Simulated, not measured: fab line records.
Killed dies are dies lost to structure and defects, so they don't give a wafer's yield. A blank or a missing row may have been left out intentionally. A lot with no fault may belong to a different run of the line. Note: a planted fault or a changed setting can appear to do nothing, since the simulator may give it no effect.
Matching of chambers | flow n5Finfet | N5_BEOL_M5_ETCH_75 on rieDiel-04: 4 sister chambers
The step etches underlayer in N2/H2, target depth 6.5 nm, time 5.2 s. 8 wafers are shown with their chamber, then 10 later ones without.

== EACH WAFER AND ITS CHAMBER ==
wafer  | chamber | showerheadPlenumPTorr (Torr) | drypumpMotorCurrentA (A)
L081.1 | 1       | 2.61                         | 5.4
L081.5 | 2       | 2.60                         | 5.7
L083.5 | 3       | 2.69                         | 5.5
L085.1 | 0       | 2.60                         | 5.4
L085.4 | 3       | 2.69                         | 5.4
L085.5 | 2       | 2.60                         | 5.7
L090.3 | 0       | 2.59                         | 5.4
L090.4 | 1       | 2.61                         | 5.4

== WAFERS WITHOUT THEIR CHAMBER ==
wafer  | showerheadPlenumPTorr (Torr) | drypumpMotorCurrentA (A)
L090.6 | 2.68                         | 5.5
L092.2 | 2.59                         | 5.4
L092.4 | 2.68                         | 5.4
L092.6 | 2.59                         | 5.4
L096.2 | 2.60                         | 5.4
L096.3 | 2.59                         | 5.4
L096.4 | 2.68                         | 5.5
L097.1 | 2.59                         | 5.4
L097.2 | 2.67                         | 5.5
L097.6 | 2.59                         | 5.4

== CHAMBER TAKEN BY EACH ==
wafer  | from the rows above     | in truth
L090.6 | 3                       | 3
L092.2 | 0                       | 0
L092.4 | 3                       | 3
L092.6 | 0                       | 0
L096.2 | can't be placed: 0 or 1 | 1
L096.3 | 0                       | 0
L096.4 | 3                       | 3
L097.1 | 0                       | 0
L097.2 | 3                       | 3
L097.6 | 0                       | 0
9 of 10 placed correctly. Cannot be placed on the basis of these rows: 1; the candidates contain the true chamber in 1. Number placed wrongly: 0.
How it was worked out, from the rows above alone: a wafer's distance from a chamber is the root of the sum, over the readings, of the square of ((its reading less the chamber's mean) divided by the reading's scatter). The wafer belongs to the nearest chamber; if the next one is less than 2 further off, it can't be placed. Each chamber's mean is taken over the wafers shown for it. The scatter is the square root of a quotient: the sum, over the shown wafers, of each reading's squared deviation from its chamber's mean, divided by wafers minus chambers.
